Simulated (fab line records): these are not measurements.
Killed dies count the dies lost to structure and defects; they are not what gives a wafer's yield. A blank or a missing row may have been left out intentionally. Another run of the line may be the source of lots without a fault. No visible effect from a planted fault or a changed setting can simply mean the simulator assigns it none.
fab line records -- flow n5-finfet
record lots=7, wafers=21
route steps=1938 shown BEOL_M0_SAQP@677 BEOL_M0_CUTY@713 BEOL_M0@715 BEOL_M1@753 BEOL_M2@867 BEOL_M3@933
start-h: the number of hours between the record's first day and the start of the first shown wafer of the lot -- wait-h: time in hours since the lot's previous step -- " the same as in the row above -- L1.1+2: a single row standing in for several wafers -- - no value, or no start was given -- * or withheld: withheld -- < > ~ a bound
route shown NAME@n: names a module that has steps shown in the file, with the first one's number in the route -- usual: mean/standard deviation of fault-free wafers -- same: alike in all rows -- chamber/n: place in a boat -- sites: per-site readings -- _std_site: standard deviation of those values -- _edge_site: inner sites' mean taken away from outer sites' mean -- radius-mm: how far each site lies from the wafer's centre -- mask NAME#n: copy n -- behind: the last tool/chamber to shape the wafer -- hold: reason for holding the lot/hours on hold/outcome of the hold -- device: transistor that didn't switch, given as n, p or np -- end of line: the route-end tests of the same wafers -- a step without rows: its recipe alone -- killed: at the first sort, the dies lost to defects and structure; wafer yield is something else -- map: the dies of a wafer, with x for killed, . for not killed, _ for no die there
set.NAME: the run value of the setting; set.NAME@STEP: its run value at that earlier step -- model.NAME: the simulator's own value behind a step, which no gauge read
lots where settings were altered on purpose, with a table for each step and a row for each wafer
## steps
# step N5_BEOL_M0_SAQP_SPACER2_ETCHBACK_27
# recipe chemistry=CHF3/O2, mode=anisotropic-etchback, target=SiO2, target-depth-a=225, time-s=11.25, pressure-mtorr=30, source-w=650, bias-w=170, Ar_flow_sccm=200, CHF3_flow_sccm=50, O2_flow_sccm=5, ion-energy-ev=200
lot.wafer,tool,chamber,start-h,wait-h,set.time-s
L076.1+2+6,rie-diel-03,"3,2,1",127.63,0.3,11.25
L078.1+4,rie-diel-04,"1,3",138.06,0.5,11.25
L078.5,rie-diel-04,1,138.06,0.5,12.96
L081.3+4+6,rie-diel-04,"1,0,3",157.20,0.3,11.25
L084.1,rie-diel-06,1,173.55,0.7,10.47
L084.4+6,rie-diel-06,"0,1",173.55,0.7,11.25
L085.2+5+6,rie-diel-03,"3,1,0",179.59,0.3,11.25
L088.1+5,rie-diel-04,"2,3",198.39,0.3,12.04
L088.6,rie-diel-04,0,198.39,0.3,11.25
L090.1,rie-diel-03,2,205.98,0.3,8.859
L090.2+5,rie-diel-03,0,205.98,0.3,11.25
# step N5_BEOL_M0_SAQP_MANDREL2_REMOVE_110
# recipe chemistry=HBr/Cl2/O2, bt-time-s=10, target=a-Si, stop-on=SiCN, endpoint=OES-SiCl, over-etch-frac=1, icp-w=600, bias-w=30, HBr_flow_sccm=150, Cl2_flow_sccm=80, O2_flow_sccm=5, pressure-mtorr=10
lot.wafer,tool,chamber,start-h,wait-h,set.target-thk-a@BEOL_M0_SAQP_SPACER2_ALD_26,model.BEOL_M0_SAQP.cd-nm
L076.1,rie-si-02,0,127.72,0.1,150,14.8
L076.2+6,rie-si-02,"1,3",127.72,0.1,150,15
L078.1,rie-si-04,0,138.15,0.1,144.3,14.2
L078.4+5,rie-si-04,3,138.15,0.1,150,14.8
L081.3,rie-si-04,3,157.28,0.1,163.6,16.4
L081.4,rie-si-04,0,157.28,0.1,163.6,16.2
L081.6,rie-si-04,1,157.28,0.1,150,15.2
L084.1,rie-si-02,3,173.64,0.1,132.2,13.2
L084.4,rie-si-02,1,173.64,0.1,132.2,13
L084.6,rie-si-02,2,173.64,0.1,150,14.8
L085.2+5+6,rie-si-02,"0,2,3",179.68,0.1,150,15
L088.1,rie-si-03,0,198.48,0.1,165.2,16.6
L088.5+6,rie-si-03,"3,2",198.48,0.1,150,15
L090.1,rie-si-02,1,206.06,0.1,150,15
L090.2,rie-si-02,2,206.06,0.1,139.8,14
L090.5,rie-si-02,0,206.06,0.1,150,14.8
# step N5_BEOL_M0_SAQP_CD_MEAS_29
# recipe target-cd-nm=14.4, landing-energy-ev=1000, detector=se-inlens
# usual cd-nm=14.98/0.22
lot.wafer,tool,chamber,start-h,wait-h,set.target-thk-a@BEOL_M0_SAQP_SPACER2_ALD_26,cd-nm
L076.1,cd-sem-03,0,127.83,0.1,150,14.95
L076.2,cd-sem-03,0,127.83,0.1,150,15.07
L076.6,cd-sem-03,0,127.83,0.1,150,15.28
L078.1,cd-sem-01,0,138.26,0.1,144.3,14.02
L078.4,cd-sem-01,0,138.26,0.1,150,14.73
L078.5,cd-sem-01,0,138.26,0.1,150,14.66
L081.3,cd-sem-02,0,157.40,0.1,163.6,16.29
L081.4,cd-sem-02,0,157.40,0.1,163.6,16.27
L081.6,cd-sem-02,0,157.40,0.1,150,14.77
L084.1,cd-sem-03,0,173.75,0.1,132.2,12.87
L084.4,cd-sem-03,0,173.75,0.1,132.2,12.90
L084.6,cd-sem-03,0,173.75,0.1,150,14.83
L085.2,cd-sem-03,0,179.79,0.1,150,15.26
L085.5,cd-sem-03,0,179.79,0.1,150,14.78
L085.6,cd-sem-03,0,179.79,0.1,150,14.75
L088.1,cd-sem-02,0,198.59,0.1,165.2,16.70
L088.5,cd-sem-02,0,198.59,0.1,150,14.92
L088.6,cd-sem-02,0,198.59,0.1,150,15.10
L090.1,cd-sem-03,0,206.17,0.1,150,14.82
L090.2,cd-sem-03,0,206.17,0.1,139.8,14.13
L090.5,cd-sem-03,0,206.17,0.1,150,14.68
# step N5_BEOL_M0_SAQP_COAT_69
# recipe resist=SOC, temp-c=250, time-s=60, spin-rpm=1500, resist-thk-nm=90
# step N5_BEOL_M0_SAQP_COAT_72
# recipe resist=SiARC, temp-c=220, time-s=60, spin-rpm=1500, resist-thk-nm=15
# step N5_BEOL_M0_CUTY_ETCH_63
# recipe chemistry=N2/H2, target=SOC, target-depth-a=827, overetch-a=165, mask-material=SiARC, temp-c=40, ion-energy-ev=200, time-s=124, pressure-mtorr=30, source-w=840, bias-w=150, n2-flow-sccm=200, h2-flow-sccm=200
# step N5_BEOL_M0_CUTY_STRIP_64
# recipe chemistry=N2/H2, temp-c=40, n2-flow-sccm=200, h2-flow-sccm=200, rf-frequency-hz=6e+07
# step N5_BEOL_M0_ETCH_138
# recipe chemistry=CH3F/O2, target-depth-a=120, target=SiCN, time-s=31.6, ion-energy-ev=120, pressure-mtorr=30, source-w=395, bias-w=75, Ar_flow_sccm=150, CH3F_flow_sccm=30, O2_flow_sccm=20, ends=cleared
lot.wafer,tool,chamber,start-h,wait-h,set.target-thk-a@BEOL_M0_SAQP_SPACER2_ALD_26,model.SiO2_of_BEOL_M0_SAQP_SPACER2_ALD_26.thk-nm
L076.1+2,rie-diel-02,"0,1",130.10,0.0,150,5
L076.6,rie-diel-02,2,130.10,0.0,150,5.2
L078.1,rie-diel-05,2,140.28,0.0,144.3,4.4
L078.4+5,rie-diel-05,"3,0",140.28,0.0,150,5
L081.3,rie-diel-02,2,159.88,0.0,163.6,6.6
L081.4,rie-diel-02,3,159.88,0.0,163.6,6.2
L081.6,rie-diel-02,3,159.88,0.0,150,5
L084.1+4,rie-diel-05,"0,1",175.87,0.0,132.2,3.4
L084.6,rie-diel-05,2,175.87,0.0,150,5
L085.2+5+6,rie-diel-01,"2,1,0",182.35,0.0,150,5
L088.1,rie-diel-01,0,200.80,0.0,165.2,6.6
L088.5,rie-diel-01,2,200.80,0.0,150,5.2
L088.6,rie-diel-01,3,200.80,0.0,150,5
L090.1,rie-diel-01,3,208.20,0.0,150,5.2
L090.2,rie-diel-01,1,208.20,0.0,139.8,4
L090.5,rie-diel-01,0,208.20,0.0,150,4.8
# step N5_BEOL_M0_HM_OPEN_105
# recipe chemistry=Cl2/BCl3, target-depth-a=120, target=TiN, ion-energy-ev=150, pressure-mtorr=10, icp-w=1000, bias-w=126, Cl2_flow_sccm=53.25, bcl3-flow-sccm=21.75, Ar_flow_sccm=25
lot.wafer,tool,chamber,start-h,wait-h,set.target-thk-a@BEOL_M0_SAQP_SPACER2_ALD_26,model.SiO2_of_BEOL_M0_SAQP_SPACER2_ALD_26.thk-nm
L076.1+2,rie-metal-03,"1,0",130.46,0.3,150,2.6
L076.6,rie-metal-03,1,130.46,0.3,150,2.8
L078.1,rie-metal-03,1,140.81,0.5,144.3,2
L078.4+5,rie-metal-03,"1,0",140.81,0.5,150,2.6
L081.3,rie-metal-03,0,164.06,4.1,163.6,4.2
L081.4,rie-metal-03,1,164.06,4.1,163.6,3.8
L081.6,rie-metal-03,1,164.06,4.1,150,2.6
L084.1+4,rie-metal-01,"0,1",176.58,0.7,132.2,1.6
L084.6,rie-metal-01,1,176.58,0.7,150,2.6
L085.2+5+6,rie-metal-02,"1,1,0",182.80,0.4,150,2.6
L088.1,rie-metal-02,1,203.20,2.4,165.2,4.2
L088.5+6,rie-metal-02,"0,1",203.20,2.4,150,2.6
L090.1,rie-metal-02,0,208.32,0.1,150,2.8
L090.2,rie-metal-02,1,208.32,0.1,139.8,1.8
L090.5,rie-metal-02,0,208.32,0.1,150,2.4
# step N5_BEOL_M1_PECVD_72
# recipe material=SiO2, target-thk-a=160, temp-c=400, precursor=TEOS/O2, pressure-torr=5.5, rf-w=450, teos-flow-sccm=53.8, gas=O2, flow-sccm=3000, time-s=18
lot.wafer,tool,chamber,start-h,wait-h,set.time-s,model.SiO2_of_BEOL_M1_PECVD_72.thk-nm
L076.1,pecvd-04,2,135.37,0.0,18,15.8
L076.2+6,pecvd-04,"0,2",135.37,0.0,18,16
L078.1,pecvd-01,2,144.48,0.0,18,15.8
L078.4+5,pecvd-01,"2,1",144.48,0.0,18,16.2
L081.3,pecvd-04,1,167.60,0.0,15.97,14.6
L081.4+6,pecvd-04,"0,1",167.60,0.0,15.97,14.8
L084.1+4,pecvd-01,"1,2",181.93,0.0,16.87,15.2
L084.6,pecvd-01,0,181.93,0.0,18,16
L085.2,pecvd-01,0,186.36,0.0,20.32,17.6
L085.5,pecvd-01,0,186.36,0.0,18,15.6
L085.6,pecvd-01,1,186.36,0.0,20.32,17.8
L088.1,pecvd-01,0,207.15,0.0,16.9,14.8
L088.5,pecvd-01,2,207.15,0.0,18,16
L088.6,pecvd-01,1,207.15,0.0,16.9,15.2
L090.1,pecvd-04,0,213.47,0.0,15.82,14.2
L090.2,pecvd-04,1,213.47,0.0,15.82,14.4
L090.5,pecvd-04,2,213.47,0.0,18,16.2
# step N5_BEOL_M1_HM_DEP_02
# recipe material=TiN, target-thk-a=200, temp-c=25, chamber-pressure-pa=0.49996
# step N5_BEOL_M1_COAT_61
# recipe resist=SOC, temp-c=250, time-s=60, spin-rpm=1500, resist-thk-nm=60
# step N5_BEOL_M1_STRIP_97
# recipe chemistry=N2/H2, time-s=10, power-w=450, temp-c=40, pressure-mtorr=20, rf-frequency-hz=6e+07, bias-power-w=7, n2-flow-sccm=200, h2-flow-sccm=200
# step N5_BEOL_M1_HM_STRIP_39
# recipe chemistry=peroxide-tin-strip, material=TiN, target-depth-a=250, temp-c=50, time-s=158
lot.wafer,tool,chamber,start-h,wait-h,set.time-s@BEOL_M1_PECVD_72,model.SiO2_of_BEOL_M1_PECVD_72.thk-nm
L076.1,wet-bench-02,4,141.39,0.0,18,15.6
L076.2+6,wet-bench-02,"3,5",141.39,0.0,18,15.8
L078.1,wet-bench-06,1,151.55,0.0,18,15.6
L078.4,wet-bench-06,3,151.55,0.0,18,16.2
L078.5,wet-bench-06,4,151.55,0.0,18,16
L081.3,wet-bench-02,5,173.83,0.0,15.97,14.4
L081.4+6,wet-bench-02,"0,1",173.83,0.0,15.97,14.6
L084.1+4,wet-bench-06,"2,1",187.60,0.0,16.87,15
L084.6,wet-bench-06,3,187.60,0.0,18,16
L085.2,wet-bench-05,1,190.25,0.0,20.32,17.4
L085.5,wet-bench-05,0,190.25,0.0,18,15.4
L085.6,wet-bench-05,4,190.25,0.0,20.32,17.8
L088.1,wet-bench-06,5,216.04,0.0,16.9,14.6
L088.5,wet-bench-06,1,216.04,0.0,18,15.8
L088.6,wet-bench-06,7,216.04,0.0,16.9,15
L090.1,wet-bench-05,4,219.15,0.0,15.82,14
L090.2,wet-bench-05,0,219.15,0.0,15.82,14.2
L090.5,wet-bench-05,2,219.15,0.0,18,16.2
# step N5_BEOL_M2_COAT_67
# recipe resist=SOC, temp-c=250, time-s=60, spin-rpm=1500, resist-thk-nm=60
lot.wafer,tool,chamber,start-h,wait-h,set.spin-rpm,model.SOC_of_BEOL_M2_COAT_67.thk-nm
L076.1,litho-track-05,0,147.21,0.0,1500,60.2
L076.2,litho-track-05,0,147.21,0.0,1500,60.4
L076.6,litho-track-05,0,147.21,0.0,1500,60
L078.1,litho-track-05,0,158.54,0.0,1500,60.2
L078.4,litho-track-05,0,158.54,0.0,1353,63
L078.5,litho-track-05,0,158.54,0.0,1500,60
L081.3,litho-track-05,0,182.00,0.0,1500,59.8
L081.4,litho-track-05,0,182.00,0.0,1500,60
L081.6,litho-track-05,0,182.00,0.0,1631,57.6
L084.1+4+6,litho-track-05,0,195.02,0.0,1651,57
L085.2+6,litho-track-04,0,196.04,0.0,1563,58.6
L085.5,litho-track-04,0,196.04,0.0,1500,59.8
L088.1,litho-track-05,0,222.17,0.0,1500,60.2
L088.5,litho-track-05,0,222.17,0.0,1659,57
L088.6,litho-track-05,0,222.17,0.0,1500,59.8
L090.1,litho-track-05,0,227.55,0.0,1500,60.2
L090.2+5,litho-track-05,0,227.55,0.0,1500,60
# step N5_BEOL_M2_COAT_22
# recipe resist=CAR-EUV, spin-rpm=1500, resist-thk-nm=30
lot.wafer,tool,chamber,start-h,wait-h,set.spin-rpm,model.CAR-EUV_of_BEOL_M2_COAT_22.thk-nm
L076.1,litho-track-05,0,-,-,1500,30.2
L076.2+6,litho-track-05,0,-,-,1500,30
L078.1+5,litho-track-05,0,-,-,1500,30
L078.4,litho-track-05,0,-,-,1669,28.4
L081.3,litho-track-05,0,-,-,1345,31.8
L081.4,litho-track-05,0,-,-,1500,30
L081.6,litho-track-05,0,-,-,1345,31.6
L084.1+6,litho-track-05,0,-,-,1500,30
L084.4,litho-track-05,0,-,-,1452,30.6
L085.2,litho-track-04,0,-,-,1500,30
L085.5+6,litho-track-04,0,-,-,1374,31.4
L088.1,litho-track-05,0,-,-,1500,29.8
L088.5,litho-track-05,0,-,-,1500,30
L088.6,litho-track-05,0,-,-,1336,31.6
L090.1,litho-track-05,0,-,-,1369,31.4
L090.2,litho-track-05,0,-,-,1369,31.2
L090.5,litho-track-05,0,-,-,1500,30
# step N5_BEOL_M2_EBR_24
# recipe solvent=PGMEA, ebr-width-mm=1.5
# step N5_BEOL_M2_SOFTBAKE_23
# recipe temp-c=110, time-s=60, resist=CAR-EUV
# step N5_BEOL_M2_DESCUM_33
# recipe chemistry=O2, time-s=7, source-power-w=50, bias-power-w=20, pressure-mtorr=20, rf-frequency-hz=2.712e+07, temp-c=40, resist=CAR-EUV, o2-flow-sccm=225
lot.wafer,tool,chamber,start-h,wait-h,set.spin-rpm@BEOL_M2_COAT_22,model.CAR-EUV_of_BEOL_M2_COAT_22.thk-nm
L076.1+2+6,rie-diel-01,"2,1,3",147.74,0.0,1500,26.2
L078.1+5,rie-diel-01,"1,3",158.95,0.0,1500,26
L078.4,rie-diel-01,3,158.95,0.0,1669,24.4
L081.3,rie-diel-02,2,182.49,0.1,1345,27.8
L081.4,rie-diel-02,0,182.49,0.1,1500,26
L081.6,rie-diel-02,2,182.49,0.1,1345,27.6
L084.1+6,rie-diel-02,1,195.42,0.0,1500,26
L084.4,rie-diel-02,0,195.42,0.0,1452,26.6
L085.2,rie-diel-05,1,196.79,0.4,1500,26
L085.5,rie-diel-05,2,196.79,0.4,1374,27.4
L085.6,rie-diel-05,3,196.79,0.4,1374,27.6
L088.1+5,rie-diel-01,"3,2",223.06,0.5,1500,26
L088.6,rie-diel-01,3,223.06,0.5,1336,27.8
L090.1,rie-diel-02,0,227.95,0.0,1369,27.4
L090.2,rie-diel-02,1,227.95,0.0,1369,27.2
L090.5,rie-diel-02,3,227.95,0.0,1500,26
# step N5_BEOL_M2_ETCH_77
# recipe chemistry=N2/H2, target=underlayer, target-depth-a=65, mask-material=CAR-EUV, time-s=5.2, ion-energy-ev=200, pressure-mtorr=30, source-w=840, bias-w=150, n2-flow-sccm=200, h2-flow-sccm=200, ends=cleared
# step N5_BEOL_M2_ETCH_69
# recipe chemistry=CF4, target=SiARC, target-depth-a=156, mask-material=CAR-EUV, time-s=26, ion-energy-ev=80, pressure-mtorr=40, source-w=545, bias-w=36, Ar_flow_sccm=100, cf4-flow-sccm=100, ends=cleared
# step N5_BEOL_M2_ALD_98
# recipe material=SiO2, target-thk-a=25, temp-c=100, ald-precursor-family=BDEAS, ald-co-reactant=O2-plasma, pulse-time-s=1, co-reactant-pulse-time-s=1, purge-time-s=2, co-reactant-purge-time-s=2, ald-cycles=17, pressure-torr=2
# step N5_BEOL_M2_ETCHBACK_99
# recipe chemistry=CHF3, target=SiO2, target-depth-a=50, time-s=10.4, source-w=215, bias-w=47, Ar_flow_sccm=200, CHF3_flow_sccm=12, ion-energy-ev=100, pressure-mtorr=30
# step N5_BEOL_M2_ETCH_70
# recipe chemistry=N2/H2, target=SOC, target-depth-a=800, overetch-a=240, mask-material=SiARC, temp-c=40, time-s=130, ion-energy-ev=200, pressure-mtorr=30, source-w=840, bias-w=150, n2-flow-sccm=200, h2-flow-sccm=200
lot.wafer,tool,chamber,start-h,wait-h,set.spin-rpm@BEOL_M2_COAT_67,model.etch.depth-nm
L076.1,rie-diel-05,3,148.23,0.0,1500,60.27
L076.2,rie-diel-05,0,148.23,0.0,1500,60.32
L076.6,rie-diel-05,3,148.23,0.0,1500,60.09
L078.1,rie-diel-05,1,164.27,0.0,1500,60.14
L078.4,rie-diel-05,2,164.27,0.0,1353,63
L078.5,rie-diel-05,0,164.27,0.0,1500,59.95
L081.3,rie-diel-02,2,183.84,0.0,1500,59.84
L081.4,rie-diel-02,0,183.84,0.0,1500,60.1
L081.6,rie-diel-02,2,183.84,0.0,1631,57.5
L084.1,rie-diel-01,1,196.71,0.0,1651,57.08
L084.4,rie-diel-01,3,196.71,0.0,1651,57.04
L084.6,rie-diel-01,1,196.71,0.0,1651,57.01
L085.2,rie-diel-05,0,197.52,0.0,1563,58.68
L085.5,rie-diel-05,0,197.52,0.0,1500,59.76
L085.6,rie-diel-05,1,197.52,0.0,1563,58.52
L088.1,rie-diel-01,3,225.77,0.0,1500,60.16
L088.5,rie-diel-01,3,225.77,0.0,1659,57.02
L088.6,rie-diel-01,2,225.77,0.0,1500,59.83
L090.1,rie-diel-02,1,228.95,0.0,1500,60.14
L090.2,rie-diel-02,2,228.95,0.0,1500,60
L090.5,rie-diel-02,0,228.95,0.0,1500,59.98
# step N5_BEOL_M2_STRIP_71
# recipe chemistry=N2/H2, temp-c=40, n2-flow-sccm=200, h2-flow-sccm=200, rf-frequency-hz=6e+07
# step N5_BEOL_M2_STRIP_78
# recipe chemistry=N2/H2, temp-c=40, n2-flow-sccm=200, h2-flow-sccm=200, rf-frequency-hz=6e+07
# step N5_BEOL_M2_VIA_ETCH_34
# recipe chemistry=C4F6/O2, target-depth-a=694, mask-material=SOC, pressure-mtorr=15, ion-energy-ev=250, taper-deg=4, time-s=65.9, source-w=350, bias-w=170, Ar_flow_sccm=300, C4F6_flow_sccm=10, O2_flow_sccm=10
lot.wafer,tool,chamber,start-h,wait-h,set.spin-rpm@BEOL_M2_COAT_67,model.SOC_of_BEOL_M2_COAT_67.thk-nm
L076.1,rie-diel-05,3,148.34,0.0,1500,52.2
L076.2+6,rie-diel-05,"0,3",148.34,0.0,1500,52
L078.1,rie-diel-05,1,164.38,0.0,1500,52.2
L078.4,rie-diel-05,2,164.38,0.0,1353,54.8
L078.5,rie-diel-05,0,164.38,0.0,1500,51.8
L081.3,rie-diel-02,2,183.95,0.0,1500,51.6
L081.4,rie-diel-02,0,183.95,0.0,1500,51.8
L081.6,rie-diel-02,2,183.95,0.0,1631,49.2
L084.1+4+6,rie-diel-01,"1,3,1",196.82,0.0,1651,48.8
L085.2+6,rie-diel-05,"0,1",197.63,0.0,1563,50.4
L085.5,rie-diel-05,0,197.63,0.0,1500,51.4
L088.1+6,rie-diel-01,"3,2",225.87,0.0,1500,51.8
L088.5,rie-diel-01,3,225.87,0.0,1659,48.6
L090.1,rie-diel-02,1,229.06,0.0,1500,52.2
L090.2+5,rie-diel-02,"2,0",229.06,0.0,1500,51.8
# step N5_BEOL_M3_PECVD_72
# recipe material=SiO2, target-thk-a=160, temp-c=400, precursor=TEOS/O2, pressure-torr=5.5, rf-w=450, teos-flow-sccm=53.8, gas=O2, flow-sccm=3000, time-s=18
lot.wafer,tool,chamber,start-h,wait-h,set.temp-c,model.SiO2_of_BEOL_M3_PECVD_72.thk-nm
L076.1+6,pecvd-02,1,153.71,0.0,400,16.2
L076.2,pecvd-02,0,153.71,0.0,400,16
L078.1,pecvd-03,0,168.66,0.0,400,15.4
L078.4+5,pecvd-03,"1,0",168.66,0.0,400,15.8
L081.3,pecvd-04,0,191.10,0.0,400,15.8
L081.4,pecvd-04,2,191.10,0.0,387.9,17.4
L081.6,pecvd-04,1,191.10,0.0,400,16
L084.1,pecvd-02,2,201.56,0.0,400,16
L084.4,pecvd-02,0,201.56,0.0,400,16.2
L084.6,pecvd-02,2,201.56,0.0,390.5,17.4
L085.2+5,pecvd-02,1,201.84,0.0,394.1,16.6
L085.6,pecvd-02,0,201.84,0.0,400,16.4
L088.1+5,pecvd-02,0,229.95,0.0,400,16.2
L088.6,pecvd-02,2,229.95,0.0,400,16.4
L090.1,pecvd-03,0,233.43,0.0,394.4,16.2
L090.2+5,pecvd-03,1,233.43,0.0,400,16.2
## key
split step=N5_BEOL_M0_SAQP_SPACER2_ETCHBACK_27, setting=time-s, stated=11.25, by=wafer
response none clear
split step=N5_BEOL_M1_PECVD_72, setting=time-s, stated=18, by=wafer
response step=N5_BEOL_M1_PECVD_72, reading=model.SiO2_of_BEOL_M1_PECVD_72.thk-nm, change=+0.157, per=1%, r=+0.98
response step=N5_BEOL_M1_HM_STRIP_39, reading=model.SiO2_of_BEOL_M1_PECVD_72.thk-nm, change=+0.17, per=1%, r=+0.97
split step=N5_BEOL_M2_COAT_67, setting=spin-rpm, stated=1500, by=wafer
response step=N5_BEOL_M2_COAT_67, reading=model.SOC_of_BEOL_M2_COAT_67.thk-nm, change=-0.282, per=1%, r=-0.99
response step=N5_BEOL_M2_ETCH_70, reading=model.etch.depth-nm, change=-0.288, per=1%, r=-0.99
response step=N5_BEOL_M2_VIA_ETCH_34, reading=model.SOC_of_BEOL_M2_COAT_67.thk-nm, change=-0.289, per=1%, r=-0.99
split step=N5_BEOL_M2_COAT_22, setting=spin-rpm, stated=1500, by=wafer
response step=N5_BEOL_M2_COAT_22, reading=model.CAR-EUV_of_BEOL_M2_COAT_22.thk-nm, change=-0.155, per=1%, r=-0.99
response step=N5_BEOL_M2_DESCUM_33, reading=model.CAR-EUV_of_BEOL_M2_COAT_22.thk-nm, change=-0.159, per=1%, r=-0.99
split step=N5_BEOL_M3_PECVD_72, setting=temp-c, stated=400, by=wafer
response step=N5_BEOL_M3_PECVD_72, reading=model.SiO2_of_BEOL_M3_PECVD_72.thk-nm, change=-0.418, per=1%, r=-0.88
split outside-this-file step=N5_BEOL_M0_SAQP_SPACER2_ALD_26 setting=target-thk-a
# split outside-this-file: this setting was split too, and the file shows its column; the key of that split is in another file
